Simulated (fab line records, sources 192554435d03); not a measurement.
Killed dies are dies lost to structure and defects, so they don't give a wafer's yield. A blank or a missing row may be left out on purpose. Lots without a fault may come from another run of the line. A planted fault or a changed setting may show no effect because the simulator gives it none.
fab line records | flow n5_finfet
record lots=7 wafers=21 last_day=17
route steps=1938 shown BEOL_M10@1476
lots that met no fault: from a run of the same line without faults
start_h: hours from the record's first day to the start of the lot's first wafer shown | wait_h: hours since the lot's step before | " the same as in the row above | L1.1+2: a row that stands for several wafers | - no value, or no start given | * or withheld: withheld | < > ~ a bound
route shown NAME@n: a module of which the file shows steps, and the number in the route of the first | usual: mean/standard deviation of fault-free wafers | same: alike in all rows | chamber/n: place in a boat | sites: the reading at each site | _std_site: their standard deviation | _edge_site: outer sites' mean less inner sites' | radius_mm: how far each site lies from the wafer's centre | mask NAME#n: copy n | behind: the tool/chamber that last shaped the wafer | hold: why the lot was held/for how many hours/how that ended | device: the transistor (n, p or np) that didn't switch | end of line: the same wafers' tests at the end of the route | a step without rows: its recipe alone | killed: dies lost to structure and defects at the first sort, not the wafer's yield | map: a wafer's dies, x killed, . not, _ none there
set.NAME: the setting as run; set.NAME@STEP: as run at that earlier step | model.NAME: the simulator's own value behind a step, which no gauge read
lots at some steps of the route; a table a step, a row a wafer
services: from which hour (start_h, from the record's first day; less than 0 if before it) a tool's chamber was out of use, for how many hours, and why
## steps
# step N5_BEOL_M10_COAT_60
# recipe resist=SiARC temp_c=220 time_s=60 spin_rpm=1500 resist_thk_nm=30
# step N5_BEOL_M10_COAT_05
# recipe resist=CAR-ArF spin_rpm=1500 resist_thk_nm=90
# step N5_BEOL_M10_EBR_07
# recipe solvent=PGMEA ebr_width_mm=1.5
# step N5_BEOL_M10_SOFTBAKE_06
# recipe temp_c=110 time_s=60 resist=CAR-ArF
# step N5_BEOL_M10_EXPOSE_08
# recipe mask_id=M10 na=1.35 source_shape=dipole sigma_inner=0.411 sigma_outer=0.611 polarization=te dose_mj=53.75
# step N5_BEOL_M10_PEB_09
# recipe peb_temp_c=withheld peb_time_s=60 resist=CAR-ArF
# step N5_BEOL_M10_DEVELOP_10
# recipe develop_time_s=30 developer=TMAH resist=CAR-ArF rinse_liquid=diw dry=air_spin dev_temp_c=23
# step N5_BEOL_M10_CD_MEAS_11
# recipe target_cd_nm=64.1 landing_energy_ev=500 detector=se_inlens polarity=opening
# usual cd_nm=64.0/0.6
# same landing_energy_ev=500
# columns lot.wafer tool chamber start_h wait_h cd_nm
L265.1 cd_sem-02 0 279.47 - 63.7
L265.2 " 0 " " 64.8
L265.3 " 0 " " 64.1
L270.2 cd_sem-03 0 307.98 - 64.2
L270.3 " 0 " " 63.5
L270.6 " 0 " " 63.0
L269.4 cd_sem-01 0 308.14 - 63.9
L269.5 " 0 " " 64.0
L269.6 " 0 " " 63.5
L272.1 cd_sem-01 0 323.91 - 64.9
L272.2 " 0 " " 64.2
L272.5 " 0 " " 64.9
L271.2 cd_sem-01 0 331.12 - 63.7
L271.4 " 0 " " 64.8
L271.5 " 0 " " 63.1
L274.1 cd_sem-02 0 336.51 - 64.2
L274.3 " 0 " " 64.3
L274.6 " 0 " " 64.7
L276.1 cd_sem-02 0 337.15 - 64.2
L276.3 " 0 " " 64.8
L276.6 " 0 " " 64.4
# step N5_BEOL_M10_OVL_MEAS_12
# recipe points_per_wafer=44
# usual M10_OVL=0.4/0.59
# same points_per_wafer=44
# columns lot.wafer tool chamber start_h wait_h M10_OVL[nm]
L265.1 overlay-02 0 279.50 0.0 1.0
L265.2 " 0 " " -0.3
L265.3 " 0 " " 0.9
L270.2 overlay-02 0 308.00 0.0 0.2
L270.3 " 0 " " 0.6
L270.6 " 0 " " 0.2
L269.4 overlay-02 0 308.17 0.0 0.4
L269.5 " 0 " " 0.0
L269.6 " 0 " " -0.5
L272.1 overlay-01 0 323.94 0.0 0.8
L272.2 " 0 " " 0.7
L272.5 " 0 " " 0.3
L271.2 overlay-02 0 331.15 0.0 -0.2
L271.4 " 0 " " 0.8
L271.5 " 0 " " 0.3
L274.1 overlay-01 0 336.54 0.0 0.6
L274.3 " 0 " " 0.5
L274.6 " 0 " " 0.6
L276.1 overlay-01 0 337.18 0.0 0.7
L276.3 " 0 " " 1.5
L276.6 " 0 " " 1.9
# step N5_BEOL_M10_INSPECT_13
# recipe mode=adi inspect_instrument=brightfield
# usual raw_defect_count=401/100
# columns lot.wafer tool chamber start_h wait_h raw_defect_count
L265.1 defect_inspect-02 - 279.53 0.0 362
L265.2 " - " " 497
L265.3 " - " " 388
L270.2 defect_inspect-01 - 308.03 0.0 359
L270.3 " - " " 346
L270.6 " - " " 294
L269.4 defect_inspect-01 - 308.19 0.0 381
L269.5 " - " " 537
L269.6 " - " " 461
L272.1 defect_inspect-02 - 323.96 0.0 362
L272.2 " - " " 383
L272.5 " - " " 405
L271.2 defect_inspect-01 - 331.17 0.0 351
L271.4 " - " " 363
L271.5 " - " " 319
L274.1 defect_inspect-02 - 336.56 0.0 338
L274.3 " - " " 367
L274.6 " - " " 593
L276.1 defect_inspect-02 - 337.20 0.0 597
L276.3 " - " " 468
L276.6 " - " " 316
# step N5_BEOL_M10_DESCUM_16
# recipe chemistry=O2 time_s=7.9 source_power_w=50 bias_power_w=20 pressure_mtorr=20 rf_frequency_hz=2.712e+07 temp_c=40 resist=CAR-ArF o2_flow_sccm=225
# usual drypump_motor_current_A=5.6/0.46 oes_product_au=0.77/0.067 rf_vpp_V=242.7/1.4 showerhead_plenum_p_Torr=2.06/0.077 throttle_valve_pct=20.38/0.13
# columns lot.wafer tool chamber start_h wait_h drypump_motor_current_A oes_product_au rf_hours_counter_h rf_vpp_V showerhead_plenum_p_Torr throttle_valve_pct
L265.1 rie_diel-04 2 279.56 0.0 4.7 0.83 80 243.0 2.11 20.21
L265.2 " 3 " " 5.5 0.81 82 243.5 2.12 20.42
L265.3 " 0 " " 6.1 0.82 76 241.6 2.01 20.25
L270.2 rie_diel-04 0 308.40 0.4 6.1 0.81 85 242.6 2.01 20.27
L270.3 " 2 " " 4.7 0.82 89 243.4 2.11 20.21
L270.6 " 2 " " 4.7 0.83 - 244.7 2.11 20.21
L269.4 rie_diel-01 3 308.41 0.2 6.2 0.75 158 241.3 2.01 20.47
L269.5 " 0 " " 6.2 0.78 - 242.4 2.01 20.41
L269.6 " 1 " " 5.0 0.85 - 245.9 2.24 20.51
L272.1 rie_diel-02 2 323.99 0.0 5.7 0.82 95 241.3 2.01 20.47
L272.2 " 3 " " 5.9 0.72 184 242.8 2.18 20.22
L272.5 " 0 " " 5.2 0.66 - 243.6 2.05 20.44
L271.2 rie_diel-02 1 331.21 0.0 6.1 0.71 194 242.3 1.98 20.48
L271.4 " 0 " " 5.2 0.66 245 242.7 2.05 20.46
L271.5 " 3 " " 5.9 0.72 - 245.0 2.18 20.20
L274.1 rie_diel-02 2 336.59 0.0 5.7 0.82 99 243.4 2.00 20.48
L274.3 " 0 " " 5.2 0.66 246 241.6 2.05 20.46
L274.6 " 0 " " 5.2 0.67 - 243.7 2.05 20.46
L276.1 rie_diel-04 2 337.40 0.2 4.7 0.81 98 243.8 2.10 20.22
L276.3 " 0 " " 6.1 0.81 93 242.7 2.01 20.27
L276.6 " 0 " " 6.1 0.80 - 242.0 2.01 20.27
# step N5_BEOL_M10_ETCH_61
# recipe chemistry=CF4 target=SiARC target_depth_a=390 mask_material=CAR-ArF time_s=65 ion_energy_ev=80 pressure_mtorr=40 source_w=545 bias_w=36 Ar_flow_sccm=100 cf4_flow_sccm=100 ends=cleared
# usual bias_w=35.99/0.11 cf4_flow_sccm=100.0/0.31 drypump_motor_current_A=5.6/0.46 etch_rf_on_time_s=65.2/1.1 oes_product_au=0.66/0.058 rf_vpp_V=183.8/1.2 showerhead_plenum_p_Torr=2.12/0.064 throttle_valve_pct=15.63/0.16
# columns lot.wafer tool chamber start_h wait_h bias_w cf4_flow_sccm drypump_motor_current_A etch_rf_on_time_s oes_product_au rf_hours_counter_h rf_vpp_V showerhead_plenum_p_Torr throttle_valve_pct
L265.1 rie_diel-04 2 279.60 0.0 35.98 99.6 4.7 65.1 0.71 80 183.5 2.16 15.40
L265.2 " 3 " " 35.92 99.8 5.5 65.2 0.69 82 186.1 2.17 15.61
L265.3 " 0 " " 36.08 100.3 6.1 64.2 0.70 76 182.8 2.10 15.65
L270.2 rie_diel-04 0 308.43 0.0 35.95 100.4 6.1 64.5 0.69 85 183.0 2.10 15.67
L270.3 " 2 " " 35.98 100.0 4.7 65.7 0.70 89 184.8 2.16 15.42
L270.6 " 2 " " 35.88 100.3 4.7 66.3 0.70 - 184.8 2.16 15.40
L269.4 rie_diel-01 3 308.44 0.0 35.97 100.2 6.1 66.2 0.63 158 182.5 2.06 15.62
L269.5 " 0 " " 35.88 99.7 6.2 63.7 0.67 - 182.7 2.08 15.74
L269.6 " 1 " " 35.98 100.1 5.0 63.5 0.73 - 185.5 2.25 15.45
L272.1 rie_diel-02 2 324.03 0.0 36.08 100.0 5.7 64.1 0.70 95 183.4 2.08 15.77
L272.2 " 3 " " 35.86 99.7 5.9 65.8 0.61 184 184.9 2.22 15.40
L272.5 " 0 " " 35.88 99.8 5.2 67.7 0.57 - 182.6 2.12 15.86
L271.2 rie_diel-02 1 331.24 0.0 36.04 99.6 6.1 64.9 0.61 194 183.5 2.04 15.81
L271.4 " 0 " " 35.91 99.9 5.3 66.5 0.56 245 183.1 2.12 15.88
L271.5 " 3 " " 35.97 99.7 5.9 65.1 0.62 - 184.1 2.22 15.41
L274.1 rie_diel-02 2 336.63 0.0 36.04 100.7 5.7 62.7 0.71 99 183.5 2.08 15.77
L274.3 " 0 " " 36.15 99.9 5.2 66.8 0.57 246 184.4 2.12 15.89
L274.6 " 0 " " 36.09 100.2 5.2 66.2 0.57 - 183.3 2.12 15.87
L276.1 rie_diel-04 2 337.43 0.0 36.05 100.2 4.7 65.6 0.69 98 184.5 2.16 15.44
L276.3 " 0 " " 36.03 100.1 6.1 65.3 0.68 93 182.8 2.09 15.69
L276.6 " 0 " " 36.04 100.0 6.1 64.6 0.68 - 182.2 2.10 15.68
# step N5_BEOL_M10_ETCH_62
# recipe chemistry=N2/H2 target=SOC target_depth_a=1100 overetch_a=220 mask_material=SiARC temp_c=40 time_s=165 ion_energy_ev=200 pressure_mtorr=30 source_w=840 bias_w=150 n2_flow_sccm=200 h2_flow_sccm=200
# usual bias_w=149.9/0.4 chamber_pressure_mTorr=30.002/0.028 drypump_motor_current_A=5.7/0.46 h2_flow_sccm=200.0/0.59 oes_product_au=0.66/0.054 rf_vpp_V=523.1/2.4 showerhead_plenum_p_Torr=2.51/0.083 throttle_valve_pct=17.84/0.23
# columns lot.wafer tool chamber start_h wait_h bias_w chamber_pressure_mTorr drypump_motor_current_A h2_flow_sccm oes_product_au rf_hours_counter_h rf_vpp_V showerhead_plenum_p_Torr throttle_valve_pct model.CAR-ArF_of_BEOL_M10_COAT_05.thk_nm model.SiARC_of_BEOL_M10_COAT_60.thk_nm
L265.1 rie_diel-04 2 279.65 0.0 149.7 29.960 4.8 198.8 0.71 80 523.8 2.57 17.58 0 23.4
L265.2 " 3 " " 149.6 29.970 5.5 200.2 0.68 82 523.4 2.55 17.64 0 23.4
L265.3 " 0 " " 149.8 30.000 6.1 200.3 0.69 76 522.9 2.46 17.70 0 23.4
L270.2 rie_diel-04 0 308.48 0.0 149.8 30.029 6.1 199.6 0.68 85 521.0 2.46 17.74 0 23.4
L270.3 " 2 " " 149.8 29.973 4.8 199.9 0.70 89 525.6 2.57 17.59 0 23.4
L270.6 " 2 " " 150.4 29.991 4.7 200.6 0.70 - 523.6 2.57 17.62 0 23.6
L269.4 rie_diel-01 3 308.49 0.0 - - - - - - - - - 55.6 30.2
L269.5 " 0 " " - - - - - - - - - 55.8 30
L269.6 " 1 " " - - - - - - - - - 55.8 30.2
L272.1 rie_diel-02 2 324.08 0.0 - - - - - - - - - 55.6 30
L272.2 " 3 " " - - - - - - - - - 55.8 30
L272.5 " 0 " " - - - - - - - - - 55.8 30
L271.2 rie_diel-02 1 331.29 0.0 - - - - - - - - - 55.8 30
L271.4 " 0 " " - - - - - - - - - 55.8 30
L271.5 " 3 " " - - - - - - - - - 55.6 30
L274.1 rie_diel-02 2 336.68 0.0 149.5 30.031 5.7 199.6 0.69 99 520.7 2.47 18.26 0 23.6
L274.3 " 0 " " 149.7 30.044 5.2 200.2 0.58 246 522.7 2.50 18.08 0 23.8
L274.6 " 0 " " 150.0 30.031 5.3 200.9 0.57 - 523.7 2.50 18.07 0 23.6
L276.1 rie_diel-04 2 337.48 0.0 150.5 30.029 4.7 199.7 0.70 98 525.0 2.56 17.63 0 23.4
L276.3 " 0 " " 149.4 29.974 6.2 199.7 0.68 93 521.0 2.45 17.73 0 23.4
L276.6 " 0 " " 149.3 30.015 6.1 200.5 0.68 - 522.6 2.45 17.72 0 23.4
# step N5_BEOL_M10_STRIP_68
# recipe chemistry=N2/H2 temp_c=40 n2_flow_sccm=200 h2_flow_sccm=200 rf_frequency_hz=6e+07
# step N5_BEOL_M10_STRIP_67
# recipe chemistry=CF4 resist=SiARC power_w=300 bias_power_w=75 pressure_mtorr=50 cf4_flow_sccm=150 rf_frequency_hz=6e+07
# usual drypump_motor_current_A=5.6/0.46 oes_product_au=0.77/0.064 rf_vpp_V=270.7/1.5 showerhead_plenum_p_Torr=1.78/0.051 throttle_valve_pct=13.59/0.17
# columns lot.wafer tool chamber start_h wait_h drypump_motor_current_A oes_product_au rf_hours_counter_h rf_vpp_V showerhead_plenum_p_Torr throttle_valve_pct
L265.1 rie_diel-04 2 279.79 0.0 4.7 0.84 80 271.1 1.81 13.36
L265.2 " 3 " " 5.5 0.80 82 270.1 1.81 13.53
L265.3 " 0 " " 6.1 0.82 76 269.4 1.76 13.61
L270.2 rie_diel-04 0 308.63 0.0 6.1 0.81 85 269.4 1.76 13.62
L270.3 " 2 " " 4.7 0.83 89 270.9 1.81 13.38
L270.6 " 2 " " 4.7 0.83 - 271.9 1.81 13.40
L269.4 rie_diel-01 3 308.64 0.0 6.2 0.75 158 269.8 1.72 13.56
L269.5 " 0 " " 6.2 0.79 - 270.1 1.75 13.72
L269.6 " 1 " " 5.0 0.85 - 272.7 1.88 13.39
L272.1 rie_diel-02 2 324.23 0.0 5.7 0.82 95 267.8 1.74 13.70
L272.2 " 3 " " 5.9 0.72 185 271.8 1.85 13.40
L272.5 " 0 " " 5.2 0.68 - 270.5 1.77 13.88
L271.2 rie_diel-02 1 331.44 0.0 6.1 0.72 194 268.7 1.71 13.81
L271.4 " 0 " " 5.2 0.68 245 270.8 1.77 13.86
L271.5 " 3 " " 5.9 0.72 - 271.6 1.85 13.39
L274.1 rie_diel-02 2 336.82 0.0 5.7 0.81 99 271.9 1.74 13.70
L274.3 " 0 " " 5.2 0.67 246 269.7 1.77 13.87
L274.6 " 0 " " 5.2 0.67 - 271.8 1.77 13.87
L276.1 rie_diel-04 2 337.63 0.0 4.7 0.81 98 270.2 1.81 13.40
L276.3 " 0 " " 6.1 0.80 93 269.8 1.76 13.64
L276.6 " 0 " " 6.1 0.80 - 270.9 1.76 13.63
# step N5_BEOL_M10_HM_OPEN_17
# recipe chemistry=Cl2/BCl3 target_depth_a=200 overetch_a=60 target=TiN mask_material=SOC ion_energy_ev=150 pressure_mtorr=10 icp_w=1000 bias_w=126 Cl2_flow_sccm=53.25 bcl3_flow_sccm=21.75 Ar_flow_sccm=25
# usual drypump_motor_current_A=5.9/0.35 oes_product_au=0.69/0.062 throttle_valve_pct=22.10/0.13
# columns lot.wafer tool chamber start_h wait_h drypump_motor_current_A oes_product_au rf_hours_counter_h throttle_valve_pct
L265.1 rie_metal-01 0 279.92 0.1 6.3 0.64 60 21.97
L265.2 " 1 " " 5.7 0.65 49 22.24
L265.3 " 0 " " 6.3 0.64 - 21.95
L270.2 rie_metal-03 0 308.67 0.0 5.5 0.73 16 22.26
L270.3 " 1 " " 5.4 0.69 - 22.04
L270.6 " 0 " " 5.4 0.73 - 22.27
L269.4 rie_metal-01 0 308.71 0.1 6.3 0.28 - 22.59
L269.5 " 1 " " 5.7 0.28 - 22.91
L269.6 " 0 " " 6.3 0.27 - 22.60
L272.1 rie_metal-03 0 324.27 0.0 5.4 0.31 17 22.93
L272.2 " 1 " " 5.4 0.30 36 22.70
L272.5 " 0 " " 5.4 0.32 - 22.93
L271.2 rie_metal-02 0 331.48 0.0 6.2 0.34 10 22.59
L271.4 " 0 " " 6.2 0.34 - 22.59
L271.5 " 1 " " 5.9 0.35 - 22.79
L274.1 rie_metal-02 0 336.87 0.0 6.2 0.76 11 21.97
L274.3 " 0 " " 6.2 0.76 - 21.95
L274.6 " 1 " " 5.8 0.80 - 22.16
L276.1 rie_metal-01 0 337.68 0.0 6.3 0.62 63 21.98
L276.3 " 0 " " 6.3 0.63 - 21.96
L276.6 " 0 " " 6.4 0.63 - 21.96
# step N5_BEOL_M10_STRIP_19
# recipe chemistry=O2 power_w=400 temp_c=40 pressure_mtorr=30 rf_frequency_hz=6e+07 bias_power_w=0 overash_fraction=0.2 o2_flow_sccm=225
# usual drypump_motor_current_A=5.7/0.46 oes_product_au=0.77/0.054 rf_vpp_V=3.7/0.55 showerhead_plenum_p_Torr=2.07/0.081 throttle_valve_pct=16.67/0.1
# columns lot.wafer tool chamber start_h wait_h drypump_motor_current_A oes_product_au rf_hours_counter_h rf_vpp_V showerhead_plenum_p_Torr throttle_valve_pct
L265.1 rie_diel-02 2 280.03 0.1 5.7 0.84 81 3.6 2.01 16.69
L265.2 " 0 " " 5.2 0.67 230 3.4 2.06 16.79
L265.3 " 1 " " 6.1 0.73 177 3.7 1.99 16.77
L270.2 rie_diel-02 3 308.82 0.1 5.9 0.73 180 3.5 2.18 16.49
L270.3 " 2 " " 5.7 0.84 89 3.7 2.01 16.72
L270.6 " 2 " " 5.7 0.83 - 4.0 2.01 16.69
L269.4 rie_diel-04 0 308.84 0.1 6.2 0.81 85 3.1 2.01 16.52
L269.5 " 2 " " 4.8 0.82 - 4.6 2.11 16.46
L269.6 " 3 " " 5.5 0.80 - 3.6 2.12 16.66
L272.1 rie_diel-01 1 324.38 0.1 5.0 0.84 50 3.8 2.24 16.71
L272.2 " 0 " " 6.2 0.77 118 3.2 2.01 16.68
L272.5 " 1 " " 5.0 0.84 - 3.7 2.24 16.70
L271.2 rie_diel-02 1 331.59 0.1 6.2 0.73 194 3.3 1.98 16.77
L271.4 " 3 " " 5.9 0.73 187 3.8 2.18 16.49
L271.5 " 3 " " 5.9 0.72 - 3.4 2.18 16.47
L274.1 rie_diel-04 3 336.99 0.1 5.5 0.79 99 3.0 2.12 16.68
L274.3 " 2 " " 4.7 0.81 98 3.4 2.11 16.50
L274.6 " 0 " " 6.2 0.81 - 2.4 2.01 16.54
L276.1 rie_diel-01 3 337.79 0.1 6.2 0.73 167 2.9 2.01 16.72
L276.3 " 1 " " 5.0 0.83 54 4.0 2.24 16.70
L276.6 " 0 " " 6.2 0.77 - 3.4 2.01 16.72
# step N5_BEOL_M10_CD_MEAS_18
# recipe pitch_nm=140 target_cd_nm=70
# usual cd_nm=69.8/0.62
# columns lot.wafer tool chamber start_h wait_h cd_nm
L265.1 cd_sem-03 - 280.10 0.0 70.0
L265.2 " - " " 69.7
L265.3 " - " " 70.2
L270.2 cd_sem-02 - 308.89 0.1 70.3
L270.3 " - " " 69.7
L270.6 " - " " 69.1
L269.4 cd_sem-03 - 308.91 0.1 -
L269.5 " - " " -
L269.6 " - " " -
L272.1 cd_sem-03 - 324.45 0.0 -
L272.2 " - " " -
L272.5 " - " " -
L271.2 cd_sem-01 - 331.66 0.1 -
L271.4 " - " " -
L271.5 " - " " -
L274.1 cd_sem-03 - 337.06 0.0 69.9
L274.3 " - " " 70.0
L274.6 " - " " 70.6
L276.1 cd_sem-01 - 337.86 0.0 70.2
L276.3 " - " " 70.6
L276.6 " - " " 70.0
# step N5_BEOL_M10_COAT_63
# recipe resist=SOC temp_c=250 time_s=60 spin_rpm=1500 resist_thk_nm=100
## services
# columns tool chamber start_h hours kind
rie_diel-04 1 279.28 15.5 repair
rie_diel-01 3 303.58 4.3 repair
rie_diel-04 1 320.36 8.2 repair
## key
first_sign step=N5_BEOL_M10_ETCH_62 reading=tool_record direction=missing
effect step=N5_BEOL_M10_HM_OPEN_17 reading=oes_product_au direction=down sigmas=6.1 usual=0.69 struck=0.31
effect step=N5_BEOL_M10_CD_MEAS_18 reading=cd_nm direction=missing
model_effect step=N5_BEOL_M10_ETCH_62 value=CAR-ArF_of_BEOL_M10_COAT_05.thk_nm without=0 struck=55.73
met_at N5_BEOL_M10_ETCH_62
struck_wafers L269.4,L269.5,L269.6,L271.2,L271.4,L271.5,L272.1,L272.2,L272.5
later_rows_left_out L269.4,L269.5,L269.6,L271.2,L271.4,L271.5,L272.1,L272.2,L272.5
sort_left_out L269.4,L269.5,L269.6,L271.2,L271.4,L271.5,L272.1,L272.2,L272.5
fault kind=skipped_step_whole tool=rie_diel-01,rie_diel-02 chamber=- onset_h=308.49 steps=N5_BEOL_M10_ETCH_62 scope=struck_lots_only
# sort_left_out: the simulated sort isn't trusted on such a fault, so these wafers' sort isn't shown, and their yield isn't known
# later_rows_left_out: the simulator's readings of these wafers behind a module that went badly wrong aren't trusted and aren't shown, but for the sort
